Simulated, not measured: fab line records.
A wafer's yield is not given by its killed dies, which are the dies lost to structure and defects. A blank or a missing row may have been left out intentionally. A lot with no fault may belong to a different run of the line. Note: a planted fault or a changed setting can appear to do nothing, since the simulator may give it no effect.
fab line records	flow nand_harc
record: lots: 12	wafers: 35	last_day: 33
route steps=1302 shown A_CHANNEL_HOLE_D2@599 A_CHANNEL_FILL_D2@620 END@1302
lots that met no fault: from a run of the same line without faults
start_h: the number of hours between the record's first day and the start of the first shown wafer of the lot	wait_h: hours from the lot's prior step to this one	" same as the row above	L1.1+2: one row covering several wafers at once	- either no value or no given start	* or withheld: withheld	< > ~ a bound
route shown NAME@n: names a module that has steps shown in the file, with the first one's number in the route	usual: average and standard deviation across the fault-free wafers	same: alike in all rows	chamber/n: place in a boat	sites: the reading at each site	_std_site: how widely they spread, as a standard deviation	_edge_site: mean of outer sites minus mean of inner sites	radius_mm: how far each site lies from the wafer's centre	mask NAME#n: copy n	behind: tool/chamber where the wafer was last shaped	hold: what put the lot on hold/how long, in hours/how the hold closed	device: transistor that didn't switch, given as n, p or np	end of line: the route-end tests of the same wafers	where a step has no rows: the recipe by itself	killed: dies that structure and defects cost at the first sort, which is not the same as the wafer's yield	map: shows each die of a wafer: x if killed, . if not, _ if none is there
set.NAME: the run value of the setting; set.NAME@STEP: its run value at that earlier step	model.NAME: the simulator's own value behind a step, which no gauge read
a sample of lots followed through the steps of the route, with each step as a table and each wafer as a row
services: a tool's chamber out of use, with start hour (start_h, from the record's first day; less than 0 if before it), hours out, and reason
== steps ==
step: NHARC_A_CHANNEL_HOLE_D2_ETCH_27
recipe: bias_v: 400	source_w: 2000	pressure_mtorr: 25	time_s: 90	ar_flow_sccm: 375	c4f8_flow_sccm: 41.7	o2_flow_sccm: 83.3	temp_c: -20	target_depth_a: 4000	chemistry: C4F8/O2/Ar
usual: chamber_pressure_mTorr: 24.999/0.023	drypump_motor_current_A: 5.9/0.39	showerhead_plenum_p_Torr: 3.77/0.16	throttle_valve_pct: 27.620/0.0094
lot.wafer	tool	chamber	start_h	wait_h	chamber_pressure_mTorr	drypump_motor_current_A	rf_hours_counter_h	showerhead_plenum_p_Torr	throttle_valve_pct
L352.2	har_etch-02	0	312.85	0.2	25.011	5.8	351	3.98	27.626
L352.4	"	0	"	"	24.982	5.8	-	3.98	27.639
L352.6	"	0	"	"	24.993	5.8	-	3.98	27.627
L351.2	har_etch-01	1	314.20	0.2	24.968	5.4	164	3.73	27.631
L351.3	"	1	"	"	25.010	5.4	-	3.73	27.622
L351.5	"	0	"	"	24.987	6.5	-	3.66	27.624
L353.2	har_etch-02	1	328.48	0.2	25.000	5.8	390	3.53	27.618
L353.4	"	0	"	"	25.006	5.8	-	3.97	27.617
L353.5	"	0	"	"	25.000	5.8	-	3.97	27.634
L355.3	har_etch-02	0	344.25	0.2	25.016	5.8	-	3.97	27.646
L355.6	"	1	"	"	24.978	5.9	-	3.53	27.622
L355.5	"	0	"	"	24.981	5.8	-	3.96	27.631
L356.1	har_etch-01	0	355.88	0.2	24.973	6.5	187	3.64	27.615
L356.2	"	1	"	"	24.966	5.4	187	3.72	27.620
L356.4	"	1	"	"	24.991	5.4	-	3.72	27.614
L357.2	har_etch-01	0	370.63	0.2	25.001	6.4	194	3.64	27.628
L357.3	"	0	"	"	25.007	6.4	-	3.64	27.618
L357.5	"	0	"	"	24.994	6.4	-	3.64	27.616
L358.2	har_etch-02	1	379.62	0.2	25.024	5.8	421	3.52	27.635
L358.4	"	1	"	"	24.968	5.8	-	3.52	27.618
L358.6	"	0	"	"	25.001	5.8	-	3.95	27.609
L365.1	har_etch-02	0	446.16	0.2	24.984	5.8	30	3.94	27.604
L365.2	"	1	"	"	25.028	5.8	30	3.96	27.635
L365.5	"	1	"	"	25.034	5.8	-	3.96	27.618
L366.4	har_etch-01	1	455.81	0.2	24.982	5.3	-	3.68	27.629
L366.5	"	1	"	"	25.009	5.4	-	3.68	27.618
L370.1	har_etch-01	1	495.45	0.2	24.988	5.3	279	3.67	27.606
L370.2	"	0	"	"	25.002	6.5	279	3.59	27.632
L370.6	"	1	"	"	24.982	5.4	-	3.67	27.623
L372.2	har_etch-02	1	523.13	0.2	25.031	5.8	72	3.94	27.619
L372.3	"	1	"	"	24.986	5.8	-	3.94	27.632
L372.4	"	0	"	"	24.970	5.8	-	3.91	27.620
L373.1	har_etch-02	1	528.01	0.2	24.983	5.9	76	3.94	27.628
L373.3	"	1	"	"	25.043	5.8	-	3.94	27.619
L373.6	"	0	"	"	24.948	5.8	-	3.91	27.620
step: NHARC_A_CHANNEL_FILL_D2_ETCHBACK_20
recipe: target_depth_a: 270	time_s: 13.5	c4f8_flow_sccm: withheld	o2_flow_sccm: 8	ar_flow_sccm: withheld	rf_w: 600	bias_w: 1500	chemistry: C4F8/O2/Ar
usual: chamber_pressure_mTorr: 25.001/0.023	oes_product_au: 0.986/0.024	rf_vpp_V: 982/5	run_length_s: 34.73/0.25
lot.wafer	tool	chamber	start_h	wait_h	chamber_pressure_mTorr	oes_product_au	rf_hours_counter_h	rf_vpp_V	run_length_s
L352.2	rie_diel-10	3	340.03	-	25.006	1.001	2	980	34.59
L352.6	"	3	"	"	25.017	0.993	-	980	35.11
L352.4	"	2	"	"	25.000	0.999	-	985	34.59
L351.3	rie_diel-11	0	340.03	-	25.027	0.913	2	979	34.53
L351.2	"	1	"	"	25.000	0.914	2	969	34.93
L351.5	"	0	"	"	24.980	0.912	-	978	34.54
L353.4	rie_diel-11	1	354.93	-	25.005	0.985	2	969	35.02
L353.2	"	0	"	"	25.018	0.983	2	979	34.48
L353.5	"	2	"	"	24.979	0.986	-	989	34.79
L355.3	rie_diel-10	1	372.12	-	24.998	1.004	3	983	34.78
L355.6	"	1	"	"	24.996	1.003	-	983	34.90
L355.5	"	2	"	"	25.004	1.013	-	985	34.55
L356.2	rie_diel-10	2	383.54	-	25.009	0.991	4	984	34.50
L356.4	"	0	"	"	24.982	0.984	3	985	34.86
L356.1	"	1	"	"	24.976	0.992	3	984	34.42
L357.3	rie_diel-10	3	401.96	-	25.002	0.996	4	981	34.59
L357.2	"	2	"	"	24.960	0.995	4	987	34.50
L357.5	"	0	"	"	25.029	0.997	-	984	34.66
L358.4	rie_diel-10	3	405.70	-	25.007	1.008	4	981	34.68
L358.2	"	0	"	"	24.987	1.009	4	984	34.68
L358.6	"	0	"	"	25.002	1.005	-	984	34.81
L365.2	rie_diel-11	2	471.46	-	24.999	0.973	1	989	34.66
L365.1	"	0	"	"	24.972	0.984	1	979	34.39
L365.5	"	3	"	"	25.018	0.979	-	980	34.66
L366.4	rie_diel-10	2	481.61	-	24.966	0.986	1	985	34.29
L366.5	"	0	"	"	25.024	1.000	-	985	34.86
L370.2	rie_diel-10	2	521.51	-	24.963	1.006	2	985	34.59
L370.1	"	3	"	"	25.006	0.986	2	979	34.62
L370.6	"	1	"	"	24.985	1.000	-	983	35.16
L372.2	rie_diel-11	2	552.31	-	25.021	0.983	3	988	34.58
L372.4	"	3	"	"	25.001	0.994	3	979	34.82
L372.3	"	0	"	"	24.986	1.005	3	980	34.62
L373.1	rie_diel-10	2	552.37	-	25.012	0.980	3	985	34.56
L373.3	"	0	"	"	24.979	0.980	3	983	35.34
L373.6	"	1	"	"	25.068	0.986	-	983	34.47
step: NHARC_A_CHANNEL_FILL_D2_ETCHBACK_08
recipe: target_depth_a: 2200	time_s: 110	c4f8_flow_sccm: 20	ar_flow_sccm: withheld	rf_w: 600	bias_w: 300	chemistry: C4F8
usual: chamber_pressure_mTorr: 24.999/0.023	oes_product_au: 0.97/0.034	rf_vpp_V: 442.3/2.3	run_length_s: 131.4/0.35
lot.wafer	tool	chamber	start_h	wait_h	chamber_pressure_mTorr	oes_product_au	rf_hours_counter_h	rf_vpp_V	run_length_s
L352.2	rie_diel-11	0	357.29	-	24.989	0.99	2	440.8	131.2
L352.4	"	2	"	"	24.995	1.00	2	445.2	131.5
L352.6	"	1	"	"	25.000	0.99	-	435.5	131.8
L351.3	rie_diel-10	3	359.71	-	25.006	0.98	3	441.1	131.5
L351.2	"	1	"	"	24.974	0.97	2	444.1	131.1
L351.5	"	2	"	"	24.970	0.98	-	443.3	130.7
L353.4	rie_diel-10	3	372.38	-	24.996	0.99	3	441.5	132.1
L353.2	"	0	"	"	25.047	0.99	3	445.3	131.8
L353.5	"	2	"	"	24.970	1.00	-	443.4	131.4
L355.3	rie_diel-11	1	389.57	-	25.000	0.92	2	436.1	132.1
L355.6	"	1	"	"	24.996	0.93	-	436.8	131.8
L355.5	"	2	"	"	25.008	0.92	-	445.5	131.2
L356.2	rie_diel-08	1	403.43	-	25.010	1.00	4	440.0	131.3
L356.1	"	2	"	"	25.026	0.99	4	445.7	131.6
L356.4	"	1	"	"	25.022	1.00	-	440.1	131.0
L357.3	rie_diel-11	0	419.62	-	24.980	0.98	4	441.1	131.3
L357.2	"	2	"	"	24.967	0.98	4	445.2	131.4
L357.5	"	0	"	"	25.004	0.98	-	441.0	131.0
L358.4	rie_diel-11	2	426.52	-	25.029	0.99	5	445.5	131.3
L358.2	"	3	"	"	24.990	1.00	5	440.4	131.9
L358.6	"	2	"	"	24.941	0.99	-	445.2	131.2
L365.2	rie_diel-10	1	489.15	-	25.014	0.99	1	443.9	175.0
L365.1	"	2	"	"	25.019	0.99	1	444.6	130.9
L365.5	"	3	"	"	25.026	0.99	-	442.5	175.3
L366.4	rie_diel-10	2	501.01	-	25.030	0.93	2	442.8	130.8
L366.5	"	0	"	"	25.009	0.93	-	442.9	175.3
L370.2	rie_diel-08	1	539.09	-	24.996	1.01	27	440.3	131.4
L370.1	"	3	"	"	24.995	1.00	32	444.5	131.1
L370.6	"	0	"	"	25.006	1.00	-	440.7	131.3
L372.3	rie_diel-10	0	571.42	-	25.003	1.01	4	443.7	131.6
L372.4	"	1	"	"	24.979	1.01	4	444.6	131.1
L372.2	"	2	"	"	24.986	1.01	3	443.4	130.7
L373.3	rie_diel-08	3	573.84	-	25.019	1.01	1	442.7	131.1
L373.1	"	0	"	"	25.042	1.00	2	440.0	131.3
L373.6	"	3	"	"	25.024	1.01	-	444.1	131.1
step: NHARC_A_CHANNEL_FILL_D2_RTA_24
recipe: temp_c: 1000	time_s: 5
usual: lamp_power_pct: 31.1/2.1	lamp_zone_2_pct: 31.1/2.1	lamp_zone_6_pct: 31.0/2.1	wafer_temp_C_max: 1002.4/0.69
lot.wafer	tool	chamber	start_h	wait_h	lamp_power_pct	lamp_zone_2_pct	lamp_zone_6_pct	wafer_temp_C_max
L352.2	rtp_anneal-02	0	363.45	0.1	33.0	33.0	33.0	1002.6
L352.4	"	0	"	"	33.0	33.0	33.0	1002.6
L352.6	"	0	"	"	33.0	33.0	33.0	1002.7
L351.2	rtp_anneal-02	0	365.90	0.1	33.0	33.0	32.9	1003.6
L351.3	"	0	"	"	33.0	33.0	32.9	1003.7
L351.5	"	0	"	"	32.9	33.0	33.0	1003.6
L353.2	rtp_anneal-02	0	379.46	0.4	33.0	33.0	32.9	1002.1
L353.4	"	0	"	"	33.0	33.0	33.0	1001.9
L353.5	"	0	"	"	33.1	33.0	32.9	1002.0
L355.3	rtp_anneal-02	0	397.47	0.1	33.0	33.0	33.0	1002.0
L355.5	"	0	"	"	33.0	33.0	33.0	1002.9
L355.6	"	0	"	"	33.1	33.1	33.0	1003.0
L356.1	rtp_anneal-01	0	410.05	0.0	28.7	28.7	28.7	1003.0
L356.2	"	0	"	"	28.7	28.8	28.7	1002.8
L356.4	"	0	"	"	28.7	28.8	28.7	1002.1
L357.2	rtp_anneal-02	0	425.76	0.1	33.0	33.1	33.0	1004.0
L357.3	"	0	"	"	33.1	33.0	32.9	1002.0
L357.5	"	0	"	"	33.0	33.0	32.9	1001.9
L358.2	rtp_anneal-02	0	432.81	0.1	33.0	33.0	32.9	1002.1
L358.4	"	0	"	"	33.0	33.0	32.9	1002.6
L358.6	"	0	"	"	33.0	33.0	32.9	1002.9
L365.1	rtp_anneal-01	0	495.10	0.0	28.8	28.8	28.7	1001.2
L365.2	"	0	"	"	28.8	28.8	28.8	1002.3
L365.5	"	0	"	"	28.8	28.8	28.7	1001.3
L366.4	rtp_anneal-02	0	507.22	0.1	33.0	33.1	33.0	1003.0
L366.5	"	0	"	"	33.0	33.0	33.0	1002.0
L370.1	rtp_anneal-02	0	545.20	0.0	33.0	32.9	32.9	1002.3
L370.2	"	0	"	"	33.0	33.0	32.9	1002.4
L370.6	"	0	"	"	33.0	33.0	32.9	1002.2
L372.2	rtp_anneal-01	0	580.86	0.1	28.8	28.8	28.8	1002.9
L372.3	"	0	"	"	28.8	28.8	28.7	1002.5
L372.4	"	0	"	"	28.7	28.8	28.7	1002.9
L373.1	rtp_anneal-02	0	580.98	0.0	33.0	33.0	33.0	1001.9
L373.3	"	0	"	"	33.0	33.0	32.9	1003.6
L373.6	"	0	"	"	33.0	33.0	33.0	1002.3
step: NHARC_END_SORT_01
recipe: temp_c: 25
usual: killed_at_array: 61/22	killed_at_other: 0.8/1	killed_at_periphery: 3.8/2.3	killed_dies: 66/22	killed_open: 3.2/1.9	killed_short: 2.8/1.8
same: gross_dies: 677
lot.wafer	tool	chamber	start_h	wait_h	killed_at_array	killed_at_other	killed_at_periphery	killed_dies	killed_open	killed_short
L353.2	prober-02	0	582.89	2.8	93	0	4	97	3	1
L353.4	prober-02	0	584.48	3.4	70	0	5	75	1	2
L353.5	prober-02	0	585.28	3.7	87	0	6	93	3	1
L351.2	prober-01	0	590.65	2.8	40	0	3	43	3	3
L351.3	prober-01	0	591.45	3.1	44	1	3	48	3	0
L351.5	prober-01	0	593.07	3.7	57	1	6	64	6	2
L352.2	prober-02	0	590.67	2.8	89	0	3	92	5	6
L352.4	prober-02	0	592.26	3.4	112	1	2	115	6	4
L352.6	prober-02	0	593.86	4.0	85	1	3	89	4	4
L355.3	prober-01	0	610.11	3.1	49	1	0	50	3	1
L355.5	prober-01	0	611.69	3.7	40	0	4	44	2	4
L355.6	prober-01	0	612.48	4.0	47	0	2	49	2	2
L356.1	prober-01	0	623.34	2.5	80	1	3	84	5	7
L356.2	prober-01	0	624.13	2.8	87	2	3	92	3	6
L356.4	prober-01	0	625.71	3.4	75	0	3	78	3	4
L357.2	prober-02	0	640.28	2.8	33	2	4	39	4	3
L357.3	prober-02	0	641.08	3.1	39	2	3	44	2	4
L357.5	prober-02	0	642.66	3.7	29	1	2	32	5	1
L358.2	prober-01	0	645.05	2.8	83	1	2	86	0	0
L358.4	prober-01	0	646.67	3.4	120	1	7	128	3	3
L358.6	prober-01	0	648.29	4.0	94	0	4	98	0	2
L365.1	prober-01	0	696.38	2.5	54	2	10	66	2	4
L365.2	prober-01	0	697.17	2.8	41	1	7	49	1	1
L365.5	prober-01	0	699.56	3.7	57	1	8	66	3	0
L366.4	prober-01	0	732.09	3.4	91	2	3	96	0	2
L366.5	prober-01	0	732.89	3.7	94	2	2	98	2	0
L370.1	prober-01	0	752.42	2.5	64	1	2	67	3	3
L370.2	prober-01	0	753.23	2.8	38	1	3	42	3	0
L370.6	prober-01	0	756.47	4.0	53	0	5	58	2	1
L373.1	prober-01	0	798.72	2.5	37	1	4	42	5	5
L373.3	prober-01	0	800.33	3.1	40	3	8	51	5	7
L373.6	prober-01	0	802.74	4.0	42	1	5	48	4	4
L372.2	prober-02	0	799.53	2.8	49	0	1	50	3	4
L372.3	prober-02	0	800.32	3.1	42	0	6	48	6	2
L372.4	prober-02	0	801.11	3.4	44	1	1	46	2	4
killed by level:class
L353.2 A_CHANNEL_HOLE_D2:chamber_film_flake=39 A_CHANNEL_HOLE_D1:chamber_film_flake=37 A_STAIRCASE:chamber_film_flake=9 P_GATE:chamber_film_flake=2 A_DECK1_JOINT:chamber_film_flake=2 A_ONON_D2:geometric_particle:open=1 A_CHANNEL_HOLE_D2:geometric_particle:open=1 A_M0:geometric_particle:open=1
L353.4 A_CHANNEL_HOLE_D1:chamber_film_flake=30 A_CHANNEL_HOLE_D2:chamber_film_flake=23 A_STAIRCASE:chamber_film_flake=6 P_GATE:chamber_film_flake=4 A_SLIT:chamber_film_flake=3 A_CONTACT:unspecified=2 A_ONON_D1:geometric_particle:open=1 A_CHANNEL_FILL_D1:geometric_particle:short=1
L353.5 A_CHANNEL_HOLE_D2:chamber_film_flake=41 A_CHANNEL_HOLE_D1:chamber_film_flake=30 P_GATE:chamber_film_flake=5 A_STAIRCASE:chamber_film_flake=5 A_CONTACT:chamber_film_flake=4 A_SLIT:chamber_film_flake=2 A_SOURCE_PLATE:geometric_particle:open=1 A_DECK1_JOINT:geometric_particle:open=1
L351.2 A_SLIT:chamber_film_flake=24 A_CHANNEL_HOLE_D2:chamber_film_flake=6 A_M0:geometric_particle:open=3 A_CONTACT:chamber_film_flake=2 A_CHANNEL_FILL_D1:geometric_particle:short=1 A_SGD_CUT:geometric_particle:short=1 A_WL_FILL:geometric_particle:short=1 P_STI:chamber_film_flake=1
L352.2 A_SLIT:chamber_film_flake=27 A_CHANNEL_HOLE_D2:chamber_film_flake=24 A_CHANNEL_HOLE_D1:chamber_film_flake=21 A_STAIRCASE:chamber_film_flake=3 A_CONTACT:chamber_film_flake=2 A_BONDPAD:chamber_film_flake=2 P_M0:geometric_particle:open=1 P_M1:geometric_particle:open=1
L351.3 A_SLIT:chamber_film_flake=28 A_CHANNEL_HOLE_D2:chamber_film_flake=6 A_CONTACT:chamber_film_flake=4 P_GATE:chamber_film_flake=2 P_GATE:geometric_particle:open=1 A_BLC:geometric_particle:open=1 A_M0:geometric_particle:open=1 A_CHANNEL_HOLE_D1:chamber_film_flake=1
L352.4 A_CHANNEL_HOLE_D2:chamber_film_flake=38 A_CHANNEL_HOLE_D1:chamber_film_flake=32 A_SLIT:chamber_film_flake=25 A_CHANNEL_FILL_D2:geometric_particle:open=3 A_STAIRCASE:chamber_film_flake=3 A_CONTACT:chamber_film_flake=2 P_CONTACT:geometric_particle:short=1 A_CHANNEL_FILL_D1:geometric_particle:short=1
L351.5 A_SLIT:chamber_film_flake=34 A_CHANNEL_HOLE_D2:chamber_film_flake=8 A_ONON_D1:geometric_particle:open=2 P_ZERO_WELL:chamber_film_flake=2 A_DECK1_JOINT:chamber_film_flake=2 A_STAIRCASE:chamber_film_flake=2 P_M0:geometric_particle:open=1 A_ONON_D2:geometric_particle:open=1
L352.6 A_CHANNEL_HOLE_D2:chamber_film_flake=26 A_CHANNEL_HOLE_D1:chamber_film_flake=25 A_SLIT:chamber_film_flake=20 A_BONDPAD:chamber_film_flake=3 A_CONTACT:chamber_film_flake=2 P_STI:geometric_particle:short=1 P_GATE:geometric_particle:open=1 A_ONON_D1:geometric_particle:short=1
L355.3 A_CHANNEL_HOLE_D2:chamber_film_flake=31 A_CHANNEL_HOLE_D1:chamber_film_flake=4 A_DECK1_JOINT:chamber_film_flake=4 A_CONTACT:chamber_film_flake=3 A_M0:geometric_particle:open=2 A_STAIRCASE:chamber_film_flake=2 A_CHANNEL_HOLE_D1:geometric_particle:short=1 A_ONON_D2:geometric_particle:open=1
L355.5 A_CHANNEL_HOLE_D2:chamber_film_flake=27 A_CONTACT:chamber_film_flake=5 A_CHANNEL_FILL_D1:geometric_particle:short=2 P_M1:chamber_film_flake=2 A_CHANNEL_HOLE_D2:geometric_particle:short=1 A_WL_FILL:geometric_particle:short=1 A_BLC:geometric_particle:open=1 A_M0:geometric_particle:open=1
L355.6 A_CHANNEL_HOLE_D2:chamber_film_flake=30 A_CONTACT:chamber_film_flake=5 A_CHANNEL_HOLE_D1:chamber_film_flake=4 A_DECK1_JOINT:chamber_film_flake=3 A_ONON_D2:geometric_particle:open=1 A_WL_FILL:geometric_particle:short=1 A_BLC:geometric_particle:short=1 A_M0:geometric_particle:open=1
L356.1 A_CHANNEL_HOLE_D1:chamber_film_flake=34 A_SLIT:chamber_film_flake=17 A_CHANNEL_HOLE_D2:chamber_film_flake=9 A_CHANNEL_FILL_D1:geometric_particle:short=3 A_DECK1_JOINT:chamber_film_flake=3 A_CONTACT:chamber_film_flake=3 A_CHANNEL_FILL_D2:geometric_particle:short=2 P_M0:chamber_film_flake=2
L356.2 A_CHANNEL_HOLE_D1:chamber_film_flake=36 A_SLIT:chamber_film_flake=26 A_CHANNEL_HOLE_D2:chamber_film_flake=8 A_CONTACT:chamber_film_flake=4 A_M1:chamber_film_flake=3 A_WL_FILL:geometric_particle:short=2 P_BONDPAD:chamber_film_flake=2 A_STAIRCASE:chamber_film_flake=2
L356.4 A_CHANNEL_HOLE_D1:chamber_film_flake=33 A_SLIT:chamber_film_flake=20 A_CHANNEL_HOLE_D2:chamber_film_flake=12 P_BONDPAD:chamber_film_flake=2 A_CONTACT:chamber_film_flake=2 P_CONTACT:geometric_particle:open=1 A_ONON_D1:geometric_particle:open=1 A_ONON_D1:geometric_particle:short=1
L357.2 A_CHANNEL_HOLE_D2:chamber_film_flake=12 A_CONTACT:chamber_film_flake=7 A_CHANNEL_HOLE_D1:chamber_film_flake=5 P_CONTACT:geometric_particle:open=2 A_CHANNEL_FILL_D1:geometric_particle:short=2 A_M0:chamber_film_flake=2 A_BONDPAD:chamber_film_flake=2 THIN_TSV:chamber_film_flake=2
L357.3 A_CHANNEL_HOLE_D2:chamber_film_flake=17 A_CONTACT:chamber_film_flake=8 A_CHANNEL_HOLE_D1:chamber_film_flake=3 A_BONDPAD:chamber_film_flake=3 A_CHANNEL_FILL_D1:geometric_particle:short=2 A_STAIRCASE:chamber_film_flake=2 P_CONTACT:geometric_particle:open=1 P_M1:geometric_particle:short=1
L357.5 A_CHANNEL_HOLE_D2:chamber_film_flake=7 A_CHANNEL_HOLE_D1:chamber_film_flake=4 A_CONTACT:chamber_film_flake=4 A_SLIT:chamber_film_flake=3 A_ONON_D1:geometric_particle:open=2 A_STAIRCASE:chamber_film_flake=2 A_WL_FILL:chamber_film_flake=2 A_M0:chamber_film_flake=2
L358.2 A_CHANNEL_HOLE_D1:chamber_film_flake=37 A_CHANNEL_HOLE_D2:chamber_film_flake=19 A_SLIT:chamber_film_flake=18 A_STAIRCASE:chamber_film_flake=3 A_CHANNEL_FILL_D2:chamber_film_flake=2 A_CONTACT:chamber_film_flake=2 P_ZERO_WELL:chamber_film_flake=1 P_GATE:chamber_film_flake=1
L358.4 A_CHANNEL_HOLE_D2:chamber_film_flake=40 A_SLIT:chamber_film_flake=39 A_CHANNEL_HOLE_D1:chamber_film_flake=32 P_ZERO_WELL:chamber_film_flake=4 P_GATE:geometric_particle:short=1 A_ONON_D1:geometric_particle:short=1 A_CHANNEL_HOLE_D2:geometric_particle:short=1 A_CHANNEL_HOLE_D2:geometric_particle:open=1
L358.6 A_SLIT:chamber_film_flake=33 A_CHANNEL_HOLE_D2:chamber_film_flake=28 A_CHANNEL_HOLE_D1:chamber_film_flake=24 P_GATE:chamber_film_flake=2 P_M0:chamber_film_flake=2 A_DECK1_JOINT:chamber_film_flake=2 A_CONTACT:chamber_film_flake=2 A_BONDPAD:chamber_film_flake=2
L365.1 A_CHANNEL_HOLE_D1:chamber_film_flake=38 P_CONTACT:chamber_film_flake=5 A_SLIT:chamber_film_flake=4 A_WL_FILL:chamber_film_flake=3 P_GATE:chamber_film_flake=2 A_ONON_D1:geometric_particle:short=2 A_STAIRCASE:chamber_film_flake=2 THIN_TSV:chamber_film_flake=2
L365.2 A_CHANNEL_HOLE_D1:chamber_film_flake=31 P_CONTACT:chamber_film_flake=3 A_WL_FILL:chamber_film_flake=3 P_ZERO_WELL:chamber_film_flake=2 A_SLIT:chamber_film_flake=2 A_BLC:chamber_film_flake=2 A_ONON_D1:geometric_particle:short=1 A_ONON_D2:geometric_particle:open=1
L365.5 A_CHANNEL_HOLE_D1:chamber_film_flake=44 A_BLC:chamber_film_flake=4 A_SLIT:chamber_film_flake=3 P_ZERO_WELL:chamber_film_flake=2 P_GATE:chamber_film_flake=2 P_CONTACT:chamber_film_flake=2 A_CONTACT:chamber_film_flake=2 P_GATE:geometric_particle:open=1
L366.4 A_CHANNEL_HOLE_D2:chamber_film_flake=32 A_CHANNEL_HOLE_D1:chamber_film_flake=31 A_SLIT:chamber_film_flake=18 A_CONTACT:chamber_film_flake=3 A_BLC:chamber_film_flake=3 THIN_TSV:chamber_film_flake=2 A_CHANNEL_FILL_D2:geometric_particle:short=1 A_SGD_CUT:geometric_particle:short=1
L366.5 A_CHANNEL_HOLE_D1:chamber_film_flake=36 A_SLIT:chamber_film_flake=28 A_CHANNEL_HOLE_D2:chamber_film_flake=16 A_STAIRCASE:chamber_film_flake=3 A_WL_FILL:chamber_film_flake=3 A_CONTACT:chamber_film_flake=3 THIN_TSV:chamber_film_flake=2 P_M0:geometric_particle:open=1
L370.1 A_CHANNEL_HOLE_D2:chamber_film_flake=23 A_SLIT:chamber_film_flake=22 A_CHANNEL_HOLE_D1:chamber_film_flake=7 P_GATE:geometric_particle:open=2 A_ONON_D2:geometric_particle:short=2 A_CHANNEL_FILL_D1:chamber_film_flake=2 A_STAIRCASE:chamber_film_flake=2 A_CONTACT:chamber_film_flake=2
L370.2 A_CHANNEL_HOLE_D2:chamber_film_flake=14 A_SLIT:chamber_film_flake=10 A_CHANNEL_HOLE_D1:chamber_film_flake=4 A_CONTACT:chamber_film_flake=4 A_WL_FILL:chamber_film_flake=2 P_M0:geometric_particle:open=1 P_M2:geometric_particle:open=1 A_CHANNEL_HOLE_D1:geometric_particle:open=1
L370.6 A_SLIT:chamber_film_flake=20 A_CHANNEL_HOLE_D2:chamber_film_flake=15 A_CHANNEL_HOLE_D1:chamber_film_flake=10 A_CONTACT:chamber_film_flake=5 P_GATE:geometric_particle:open=1 A_SOURCE_PLATE:geometric_particle:open=1 A_CHANNEL_FILL_D2:geometric_particle:short=1 P_ZERO_WELL:chamber_film_flake=1
L373.1 A_CHANNEL_HOLE_D1:chamber_film_flake=10 A_SLIT:chamber_film_flake=10 A_CONTACT:chamber_film_flake=5 A_CHANNEL_HOLE_D2:chamber_film_flake=2 P_GATE:geometric_particle:open=1 P_GATE:geometric_particle:short=1 A_SOURCE_PLATE:geometric_particle:short=1 A_ONON_D1:geometric_particle:short=1
L372.2 A_SLIT:chamber_film_flake=17 A_CHANNEL_HOLE_D1:chamber_film_flake=14 A_CONTACT:chamber_film_flake=5 A_SGD_CUT:chamber_film_flake=4 A_DECK1_JOINT:geometric_particle:short=2 P_CONTACT:geometric_particle:open=1 A_CHANNEL_FILL_D1:geometric_particle:open=1 A_ONON_D2:geometric_particle:short=1
L372.3 A_SLIT:chamber_film_flake=17 A_CHANNEL_HOLE_D1:chamber_film_flake=11 P_STI:chamber_film_flake=3 A_SGD_CUT:chamber_film_flake=3 A_CHANNEL_FILL_D1:geometric_particle:open=2 A_CONTACT:chamber_film_flake=2 P_CONTACT:geometric_particle:open=1 P_M2:geometric_particle:short=1
L373.3 A_CHANNEL_HOLE_D1:chamber_film_flake=15 A_SLIT:chamber_film_flake=9 A_CONTACT:chamber_film_flake=7 P_GATE:chamber_film_flake=4 A_SOURCE_PLATE:geometric_particle:short=2 THIN_TSV:chamber_film_flake=2 P_GATE:geometric_particle:open=1 P_M0:geometric_particle:open=1
L372.4 A_SLIT:chamber_film_flake=22 A_CHANNEL_HOLE_D1:chamber_film_flake=14 A_CONTACT:chamber_film_flake=3 P_M1:geometric_particle:open=1 A_ONON_D1:geometric_particle:short=1 A_CHANNEL_FILL_D1:geometric_particle:short=1 A_CHANNEL_FILL_D2:geometric_particle:short=1 A_CHANNEL_FILL_D2:geometric_particle:open=1
L373.6 A_CHANNEL_HOLE_D1:chamber_film_flake=20 A_SLIT:chamber_film_flake=9 A_CONTACT:chamber_film_flake=7 A_ONON_D1:geometric_particle:short=3 P_CONTACT:geometric_particle:open=2 P_M2:geometric_particle:open=1 A_CHANNEL_FILL_D2:geometric_particle:short=1 A_SLIT:geometric_particle:open=1
== services ==
tool	chamber	start_h	hours	kind
rie_diel-08	1	318.78	7.6	repair
rie_diel-10	1	331.43	20.5	repair
har_etch-01	-	357.22	5.0	repair
rie_diel-08	0	366.36	10.2	repair
rie_diel-08	-	368.63	9.0	pm
rtp_anneal-01	-	372.00	12.0	pm
har_etch-02	-	379.77	17.0	pm
rie_diel-11	1	380.61	3.4	repair
rie_diel-08	0	391.07	14.0	repair
rie_diel-11	0	405.08	3.4	repair
rie_diel-10	-	419.50	9.0	pm
rie_diel-11	-	432.50	9.0	pm
rie_diel-08	2	432.75	6.8	repair
rie_diel-08	0	453.82	4.3	repair
rie_diel-08	1	454.45	42.0	repair
rie_diel-10	-	464.82	0.7	repair
rie_diel-11	1	468.44	6.2	repair
rie_diel-10	-	470.39	2.4	repair
rie_diel-11	-	478.37	2.4	repair
rie_diel-08	3	484.89	4.0	repair
rie_diel-11	3	507.15	2.9	repair
rie_diel-10	3	548.61	5.0	repair
rie_diel-11	2	557.46	1.3	repair
rie_diel-08	1	568.42	6.1	repair
== key ==
first_sign: step: NHARC_A_CHANNEL_FILL_D2_ETCHBACK_08	reading: run_length_s	direction: up	sigmas: 99+	usual: *	struck: *
effect none on later readings
met_at NHARC_A_CHANNEL_FILL_D2_ETCHBACK_08
struck_lots L365,L366
struck_wafers L365.2,L365.5,L366.5
tester_left_out L365,L366
not_acting_at NHARC_A_CHANNEL_HOLE_D2_ETCH_27,NHARC_A_CHANNEL_FILL_D2_ETCHBACK_20,NHARC_A_CHANNEL_FILL_D2_RTA_24
onset_between 372.38 489.15
fault: kind: process_parameter_drift	tool: rie_diel-10	chamber: -	onset_h: 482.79	steps: NHARC_A_CHANNEL_FILL_D2_ETCHBACK_08	channel: time_s	offset: *	shape: step	end_h: 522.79	scope: struck_wafers_only	acts_in: *	stated: *
tester_left_out: of these lots the tester's yield and bins aren't shown, on N5 and GAA mostly nor the transistor test; their killed dies are dies lost to structure and defects alone, not to doping, threshold or leakage, so they don't give the yield
